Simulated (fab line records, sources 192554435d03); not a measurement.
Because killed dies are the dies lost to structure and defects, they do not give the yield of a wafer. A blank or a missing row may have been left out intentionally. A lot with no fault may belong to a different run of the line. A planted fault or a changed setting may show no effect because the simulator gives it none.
Which tool was responsible?    flow n5_finfet    Sampling: 21 lots, 63 wafers, 6 of 1938 route steps

## WHAT EACH GAUGE READ, for each wafer
The record lacks any reading of a measuring or inspecting step that a usual standard deviation could be used to judge.

## WHICH TOOL RAN EACH LOT (tool, then ch and the chambers of the sampled wafers, then the start)
lot   N5_GATE_CUT_VAPOR_ETCH_60          N5_GATE_CUT_PECVD_57            N5_GATE_CUT_HM_DEP_46           N5_GATE_CUT_HM_OPEN_40              N5_GATE_CUT_ETCH_19                 N5_GATE_CUT_CUT_ETCH_54
L074  rie_metal-01 ch 0, day 4 08:51     pecvd-02 ch 1,2, day 4 11:25    pecvd-02 ch 0,2, day 4 11:49    rie_diel-04 ch 0,2,3, day 4 12:34   rie_diel-04 ch 0,2,3, day 4 12:41   rie_metal-02 ch 0, day 4 12:52
L075  rie_metal-02 ch 0,1, day 4 15:12   pecvd-02 ch 0,1,2, day 4 17:46  pecvd-01 ch 0,2, day 4 18:11    rie_diel-03 ch 0,1,3, day 4 19:09   rie_diel-03 ch 0,1,3, day 4 19:17   rie_metal-01 ch 0,1, day 4 19:28
L076  rie_metal-03 ch 0,1, day 4 22:58   pecvd-03 ch 0,1, day 5 02:09    pecvd-01 ch 0,2, day 5 02:34    rie_diel-04 ch 0,2, day 5 03:20     rie_diel-04 ch 0,2, day 5 03:27     rie_metal-01 ch 1, day 5 03:37
L077  rie_metal-02 ch 0,1, day 5 04:20   pecvd-02 ch 0,1,2, day 5 06:57  pecvd-01 ch 1,2, day 5 07:22    rie_diel-03 ch 0,1, day 5 08:09     rie_diel-03 ch 0,1, day 5 08:16     rie_metal-02 ch 0,1, day 5 08:26
L078  rie_metal-03 ch 0, day 5 09:23     pecvd-02 ch 0,1, day 5 12:01    pecvd-03 ch 0,1, day 5 12:25    rie_diel-04 ch 0,1,2, day 5 13:04   rie_diel-04 ch 0,1,2, day 5 13:11   rie_metal-03 ch 0,1, day 5 13:21
L079  rie_metal-01 ch 0,1, day 5 14:59   pecvd-01 ch 1,2, day 5 17:34    pecvd-02 ch 0,1,2, day 5 17:58  rie_diel-05 ch 0,3, day 5 18:43     rie_diel-05 ch 0,3, day 5 18:50     rie_metal-01 ch 0,1, day 5 19:01
L080  rie_metal-03 ch 0,1, day 5 20:01   pecvd-02 ch 1,2, day 5 22:35    pecvd-03 ch 1,2, day 5 22:59    rie_diel-04 ch 0,1,2, day 5 23:37   rie_diel-04 ch 0,1,2, day 5 23:44   rie_metal-03 ch 0,1, day 5 23:55
L081  rie_metal-01 ch 0,1, day 6 04:20   pecvd-03 ch 1,2, day 6 07:02    pecvd-03 ch 0,1, day 6 07:26    rie_diel-04 ch 0,1, day 6 08:12     rie_diel-04 ch 0,1, day 6 08:19     rie_metal-02 ch 0,1, day 6 08:29
L082  rie_metal-02 ch 0,1, day 6 09:07   pecvd-01 ch 1,2, day 6 11:43    pecvd-03 ch 0,1, day 6 12:07    rie_diel-03 ch 1,3, day 6 12:52     rie_diel-03 ch 1,3, day 6 12:59     rie_metal-03 ch 0,1, day 6 13:09
L084  rie_metal-03 ch 0, day 6 23:22     pecvd-03 ch 1,2, day 7 02:07    pecvd-03 ch 0,1,2, day 7 02:31  rie_diel-04 ch 0,2,3, day 7 03:08   rie_diel-04 ch 0,2,3, day 7 03:16   rie_metal-01 ch 0,1, day 7 03:26
L086  rie_metal-02 ch 0,1, day 7 08:23   pecvd-02 ch 0,1, day 7 10:57    pecvd-03 ch 0,1,2, day 7 11:22  rie_diel-05 ch 0,2, day 7 12:00     rie_diel-05 ch 0,2, day 7 12:07     rie_metal-01 ch 0,1, day 7 12:17
L085  rie_metal-02 ch 0,1, day 7 11:44   pecvd-01 ch 0,1,2, day 7 14:17  pecvd-01 ch 0,1,2, day 7 14:42  rie_diel-05 ch 1,2, day 7 15:19     rie_diel-05 ch 1,2, day 7 15:26     rie_metal-03 ch 0, day 7 15:43
L087  rie_metal-03 ch 0, day 7 14:47     pecvd-01 ch 1,2, day 7 17:23    pecvd-02 ch 0,2, day 7 17:47    rie_diel-03 ch 0,2,3, day 7 18:32   rie_diel-03 ch 0,2,3, day 7 18:39   rie_metal-03 ch 0,1, day 7 18:50
L088  rie_metal-01 ch 0,1, day 7 19:55   pecvd-02 ch 0,1, day 7 22:49    pecvd-03 ch 0,1, day 7 23:13    rie_diel-05 ch 0,2, day 8 00:19     rie_diel-05 ch 0,2, day 8 00:26     rie_metal-03 ch 0,1, day 8 00:36
L089  rie_metal-01 ch 0,1, day 8 02:35   pecvd-02 ch 1,2, day 8 05:09    pecvd-03 ch 1,2, day 8 05:33    rie_diel-05 ch 1,2,3, day 8 06:11   rie_diel-05 ch 1,2,3, day 8 06:19   rie_metal-01 ch 0,1, day 8 06:30
L090  rie_metal-01 ch 0,1, day 8 07:38   pecvd-01 ch 0,1,2, day 8 10:49  pecvd-01 ch 1,2, day 8 11:14    rie_diel-04 ch 0,1,2, day 8 12:11   rie_diel-04 ch 0,1,2, day 8 12:19   rie_metal-03 ch 0,1, day 8 12:29
L091  rie_metal-03 ch 0,1, day 8 10:59   pecvd-03 ch 0,2, day 8 13:53    pecvd-01 ch 0,1,2, day 8 14:19  rie_diel-04 ch 1,2,3, day 8 14:56   rie_diel-04 ch 1,2,3, day 8 15:03   rie_metal-02 ch 0,1, day 8 15:13
L093  rie_metal-01 ch 0,1, day 9 02:49   pecvd-01 ch 0,2, day 9 05:23    pecvd-01 ch 0,1, day 9 05:48    rie_diel-04 ch 0,1, day 9 06:35     rie_diel-04 ch 0,1, day 9 06:42     rie_metal-02 ch 0,1, day 9 06:52
L095  rie_metal-02 ch 0,1, day 9 14:55   pecvd-03 ch 0,1, day 9 17:28    pecvd-01 ch 0,1, day 9 18:01    rie_diel-05 ch 1,2,3, day 9 18:55   rie_diel-05 ch 1,2,3, day 9 19:02   rie_metal-02 ch 0,1, day 9 19:13
L097  rie_metal-01 ch 0,1, day 10 02:37  pecvd-02 ch 0,2, day 10 05:25   pecvd-01 ch 1,2, day 10 05:50   rie_diel-04 ch 1,2,3, day 10 06:34  rie_diel-04 ch 1,2,3, day 10 06:42  rie_metal-03 ch 0,1, day 10 06:52
L096  rie_metal-02 ch 1, day 10 03:13    pecvd-02 ch 0,2, day 10 05:55   pecvd-03 ch 0,1, day 10 06:19   rie_diel-05 ch 0,1,2, day 10 07:05  rie_diel-05 ch 0,1,2, day 10 07:13  rie_metal-01 ch 0,1, day 10 07:22
- N5_GATE_CUT_VAPOR_ETCH_60: etches HfO2 in BCl3/Cl2.
- N5_GATE_CUT_PECVD_57: deposits SiNx from SiH4/NH3/N2, target thk 21 nm.
- N5_GATE_CUT_HM_DEP_46: deposits SiO2 from TEOS/O2, target thk 130 nm, time 26.6 s.
- N5_GATE_CUT_HM_OPEN_40: chemistry C4F6/O2, target SiO2, target depth 139 nm, time 85.1 s.
- N5_GATE_CUT_ETCH_19: etches SiNx in CH3F/O2, target depth 53.7 nm, time 76.7 s.
- N5_GATE_CUT_CUT_ETCH_54: etches TiN in Cl2/BCl3, target depth 96.7 nm.

## WHAT THE TOOLS THEMSELVES READ (means of the sampled wafers that have a number; where no wafer has one, the mark that the record gives instead)
N5_GATE_CUT_VAPOR_ETCH_60. Usual: drypump_motor_current_A 5.8 A, standard deviation 0.34; oes_product_au 0.72 a.u., standard deviation 0.074.
lot   tool          drypump_motor_current_A (A)  oes_product_au (a.u.)  flag
L074  rie_metal-01  6.0                          0.71                   
L075  rie_metal-02  5.5                          0.67                   
L076  rie_metal-03  5.7                          0.66                   
L077  rie_metal-02  5.7                          0.71                   
L078  rie_metal-03  6.3                          0.79                   
L079  rie_metal-01  5.6                          0.77                   
L080  rie_metal-03  6.0                          0.72                   
L081  rie_metal-01  5.8                          0.74                   
L082  rie_metal-02  5.7                          0.71                   
L084  rie_metal-03  6.3                          0.80                   
L086  rie_metal-02  5.7                          0.71                   
L085  rie_metal-02  5.5                          0.66                   
L087  rie_metal-03  6.3                          0.78                   
L088  rie_metal-01  5.8                          0.73                   
L089  rie_metal-01  5.6                          0.75                   
L090  rie_metal-01  5.7                          0.75                   
L091  rie_metal-03  6.0                          0.84                   
L093  rie_metal-01  5.8                          0.72                   
L095  rie_metal-02  5.5                          0.65                   
L097  rie_metal-01  5.8                          0.72                   
L096  rie_metal-02  5.9                          0.72                   

N5_GATE_CUT_PECVD_57. Usual: heater_power_w 738 W, standard deviation 100; showerhead_plenum_p_Torr 5.09 Torr, standard deviation 0.093; throttle_valve_pct 40.0 %, standard deviation 2.2.
lot   tool      heater_power_w (W)  showerhead_plenum_p_Torr (Torr)  throttle_valve_pct (%)  flag
L074  pecvd-02  832                 5.08                             39.1                    
L075  pecvd-02  759                 5.11                             39.1                    
L076  pecvd-03  786                 5.00                             39.5                    
L077  pecvd-02  723                 5.12                             39.0                    
L078  pecvd-02  880                 5.09                             38.9                    
L079  pecvd-01  652                 5.02                             40.3                    
L080  pecvd-02  709                 5.11                             39.6                    
L081  pecvd-03  799                 5.23                             38.4                    
L082  pecvd-01  641                 5.06                             42.2                    
L084  pecvd-03  822                 5.20                             39.6                    
L086  pecvd-02  869                 5.10                             39.0                    
L085  pecvd-01  672                 5.02                             42.7                    
L087  pecvd-01  648                 5.02                             40.7                    
L088  pecvd-02  746                 5.12                             38.9                    
L089  pecvd-02  793                 5.09                             39.4                    
L090  pecvd-01  706                 5.03                             42.6                    
L091  pecvd-03  793                 5.02                             38.5                    
L093  pecvd-01  768                 4.98                             43.2                    
L095  pecvd-03  790                 4.99                             39.6                    
L097  pecvd-02  682                 5.14                             39.7                    
L096  pecvd-02  619                 5.15                             39.7                    

N5_GATE_CUT_HM_DEP_46. Usual: heater_power_w 537 W, standard deviation 79; showerhead_plenum_p_Torr 8.31 Torr, standard deviation 0.061; throttle_valve_pct 18.9 %, standard deviation 1.2.
lot   tool      heater_power_w (W)  showerhead_plenum_p_Torr (Torr)  throttle_valve_pct (%)  flag
L074  pecvd-02  400                 8.36                             18.2                    
L075  pecvd-01  496                 8.26                             20.2                    
L076  pecvd-01  507                 8.27                             19.9                    
L077  pecvd-01  460                 8.27                             18.8                    
L078  pecvd-03  582                 8.27                             18.5                    
L079  pecvd-02  503                 8.33                             18.3                    
L080  pecvd-03  627                 8.37                             18.5                    
L081  pecvd-03  556                 8.27                             18.6                    
L082  pecvd-03  597                 8.31                             18.8                    
L084  pecvd-03  592                 8.33                             18.3                    
L086  pecvd-03  557                 8.33                             18.3                    
L085  pecvd-01  467                 8.29                             19.9                    
L087  pecvd-02  412                 8.34                             18.4                    
L088  pecvd-03  560                 8.26                             18.5                    
L089  pecvd-03  623                 8.40                             17.8                    
L090  pecvd-01  408                 8.29                             19.1                    
L091  pecvd-01  500                 8.30                             20.0                    
L093  pecvd-01  574                 8.29                             20.9                    
L095  pecvd-01  442                 8.31                             20.7                    
L097  pecvd-01  496                 8.31                             19.7                    
L096  pecvd-03  569                 8.26                             18.5                    

N5_GATE_CUT_HM_OPEN_40. Usual: for chamber_pressure_mTorr, 29.998 mTorr with a standard deviation of 0.027; for drypump_motor_current_A, 5.9 A with a standard deviation of 0.44; for etch_rf_on_time_s, 93.7 s with a standard deviation of 1.6; for oes_product_au, 0.70 a.u. with a standard deviation of 0.059; for rf_vpp_V, 666 V with a standard deviation of 4.2; for showerhead_plenum_p_Torr, 2.89 Torr with a standard deviation of 0.072; for throttle_valve_pct, 20.92 % with a standard deviation of 0.16.
lot   tool         chamber_pressure_mTorr (mTorr)  drypump_motor_current_A (A)  etch_rf_on_time_s (s)  oes_product_au (a.u.)  rf_vpp_V (V)  showerhead_plenum_p_Torr (Torr)  throttle_valve_pct (%)  flag
L074  rie_diel-04  29.988                          6.1                          92.3                   0.71                   665           2.90                             20.77                   
L075  rie_diel-03  30.007                          6.0                          92.9                   0.74                   668           2.82                             20.86                   
L076  rie_diel-04  29.993                          6.1                          95.1                   0.72                   666           2.89                             20.75                   
L077  rie_diel-03  30.022                          6.1                          92.6                   0.79                   665           2.80                             20.76                   
L078  rie_diel-04  30.001                          6.0                          93.3                   0.72                   667           2.90                             20.84                   
L079  rie_diel-05  30.005                          5.6                          91.7                   0.78                   669           2.97                             20.99                   
L080  rie_diel-04  30.022                          6.1                          92.4                   0.72                   667           2.89                             20.86                   
L081  rie_diel-04  29.990                          5.7                          93.6                   0.76                   669           2.95                             20.81                   
L082  rie_diel-03  29.977                          5.9                          91.4                   0.77                   669           2.80                             20.81                   
L084  rie_diel-04  30.014                          6.1                          94.4                   0.69                   664           2.89                             20.79                   
L086  rie_diel-05  30.003                          5.4                          96.0                   0.70                   666           2.90                             21.17                   
L085  rie_diel-05  29.998                          5.7                          95.3                   0.66                   668           2.94                             21.06                   
L087  rie_diel-03  29.984                          5.8                          93.2                   0.65                   668           2.82                             20.90                   
L088  rie_diel-05  29.975                          5.4                          94.7                   0.70                   666           2.90                             21.18                   
L089  rie_diel-05  30.021                          5.8                          93.5                   0.70                   668           2.96                             21.01                   
L090  rie_diel-04  30.025                          6.0                          94.4                   0.70                   667           2.89                             20.87                   
L091  rie_diel-04  30.012                          6.4                          92.9                   0.66                   664           2.83                             20.94                   
L093  rie_diel-04  30.008                          5.7                          94.3                   0.73                   668           2.94                             20.83                   
L095  rie_diel-05  30.014                          5.7                          94.3                   0.69                   668           2.96                             21.03                   
L097  rie_diel-04  29.982                          6.4                          94.8                   0.65                   663           2.83                             20.96                   
L096  rie_diel-05  29.986                          5.6                          92.8                   0.68                   666           2.91                             21.13                   

N5_GATE_CUT_ETCH_19. Usual: CH3F_flow_sccm 30.01 sccm, standard deviation 0.093; chamber_pressure_mTorr 30.001 mTorr, standard deviation 0.03; drypump_motor_current_A 5.9 A, standard deviation 0.44; etch_rf_on_time_s 76.9 s, standard deviation 1.1; oes_product_au 0.66 a.u., standard deviation 0.056; rf_vpp_V 297.7 V, standard deviation 2.1; showerhead_plenum_p_Torr 2.03 Torr, standard deviation 0.054; throttle_valve_pct 16.34 %, standard deviation 0.16.
lot   tool         CH3F_flow_sccm (sccm)  chamber_pressure_mTorr (mTorr)  drypump_motor_current_A (A)  etch_rf_on_time_s (s)  oes_product_au (a.u.)  rf_vpp_V (V)  showerhead_plenum_p_Torr (Torr)  throttle_valve_pct (%)  flag
L074  rie_diel-04  29.99                  29.976                          6.1                          77.3                   0.67                   298.2         2.04                             16.20                   
L075  rie_diel-03  30.03                  30.033                          6.0                          75.3                   0.69                   299.0         1.98                             16.28                   
L076  rie_diel-04  30.02                  30.001                          6.2                          76.6                   0.68                   297.2         2.03                             16.19                   
L077  rie_diel-03  30.02                  30.011                          6.1                          74.7                   0.75                   297.3         1.97                             16.16                   
L078  rie_diel-04  29.99                  29.961                          6.0                          77.2                   0.68                   297.5         2.04                             16.26                   
L079  rie_diel-05  30.03                  30.027                          5.5                          75.5                   0.74                   298.6         2.09                             16.35                   
L080  rie_diel-04  30.09                  30.018                          6.0                          77.6                   0.67                   298.8         2.04                             16.28                   
L081  rie_diel-04  30.02                  30.027                          5.7                          76.8                   0.71                   299.4         2.08                             16.23                   
L082  rie_diel-03  30.02                  29.979                          5.9                          75.3                   0.72                   299.0         1.96                             16.22                   
L084  rie_diel-04  29.89                  30.004                          6.1                          77.2                   0.66                   297.3         2.04                             16.23                   
L086  rie_diel-05  30.06                  30.011                          5.4                          77.1                   0.67                   297.5         2.04                             16.54                   
L085  rie_diel-05  29.98                  30.014                          5.7                          77.6                   0.62                   299.0         2.07                             16.51                   
L087  rie_diel-03  29.99                  29.971                          5.8                          76.8                   0.62                   298.7         1.98                             16.36                   
L088  rie_diel-05  29.96                  29.959                          5.4                          77.9                   0.66                   298.2         2.04                             16.54                   
L089  rie_diel-05  30.01                  29.998                          5.7                          77.1                   0.66                   298.3         2.09                             16.43                   
L090  rie_diel-04  30.05                  30.010                          6.0                          76.5                   0.66                   297.7         2.03                             16.30                   
L091  rie_diel-04  29.95                  30.003                          6.4                          77.1                   0.62                   296.4         1.99                             16.38                   
L093  rie_diel-04  30.04                  29.977                          5.7                          76.4                   0.69                   298.9         2.07                             16.26                   
L095  rie_diel-05  30.01                  30.012                          5.7                          76.2                   0.65                   298.2         2.08                             16.45                   
L097  rie_diel-04  29.96                  30.006                          6.4                          77.4                   0.62                   296.4         1.99                             16.40                   
L096  rie_diel-05  30.01                  29.988                          5.6                          77.5                   0.63                   297.2         2.05                             16.54                   

N5_GATE_CUT_CUT_ETCH_54. Usual: chamber_pressure_mTorr 9.999 mTorr, standard deviation 0.0085; drypump_motor_current_A 5.8 A, standard deviation 0.36; etch_rf_on_time_s 36.4 s, standard deviation 0.5; oes_product_au 0.68 a.u., standard deviation 0.089; throttle_valve_pct 22.30 %, standard deviation 0.26.
lot   tool          chamber_pressure_mTorr (mTorr)  drypump_motor_current_A (A)  etch_rf_on_time_s (s)  oes_product_au (a.u.)  throttle_valve_pct (%)  flag
L074  rie_metal-02  10.006                          5.3                          36.4                   0.58                   22.27                   
L075  rie_metal-01  9.997                           5.8                          35.9                   0.67                   22.25                   
L076  rie_metal-01  9.999                           5.4                          35.7                   0.73                   22.67                   
L077  rie_metal-02  9.999                           5.5                          36.2                   0.61                   22.33                   
L078  rie_metal-03  9.996                           5.7                          36.8                   0.59                   22.20                   
L079  rie_metal-01  9.993                           5.6                          35.9                   0.70                   22.47                   
L080  rie_metal-03  10.004                          5.7                          37.2                   0.59                   22.22                   
L081  rie_metal-02  10.001                          5.7                          36.4                   0.64                   22.39                   
L082  rie_metal-03  10.001                          5.7                          36.6                   0.59                   22.20                   
L084  rie_metal-01  10.004                          5.8                          36.7                   0.66                   22.28                   
L086  rie_metal-01  9.996                           5.6                          35.8                   0.69                   22.47                   
L085  rie_metal-03  9.990                           6.3                          36.6                   0.71                   22.38                   
L087  rie_metal-03  9.994                           5.7                          36.3                   0.85                   21.98                   
L088  rie_metal-03  9.996                           5.7                          36.8                   0.82                   21.98                   
L089  rie_metal-01  10.009                          5.7                          36.2                   0.68                   22.48                   
L090  rie_metal-03  9.998                           6.0                          36.5                   0.76                   22.18                   
L091  rie_metal-02  10.000                          5.7                          36.6                   0.63                   22.40                   
L093  rie_metal-02  10.006                          5.5                          36.8                   0.59                   22.36                   
L095  rie_metal-02  10.001                          5.7                          36.5                   0.62                   22.41                   
L097  rie_metal-03  10.006                          6.0                          36.3                   0.74                   22.19                   
L096  rie_metal-01  10.001                          5.6                          35.9                   0.68                   22.48                   

## THE ANSWER, worked out from the rows above alone
Rule: lot off if the mean of its wafers having a number is beyond 3 standard deviations from the usual mean. A lot without any number at a reading at which 4 lots or more have one is off too. All remaining lots with rows at the step are treated as sound. First the gauges in route order, then the tools' own readings, where a lot's mean is used as printed above. The first step at which some lot is off is used, and at that step the reading that is off furthest; a lot without a number counts as furthest.
No lot is off at any reading shown: from this, nothing can be told.

## WHAT THE SIMULATOR HAD INSERTED
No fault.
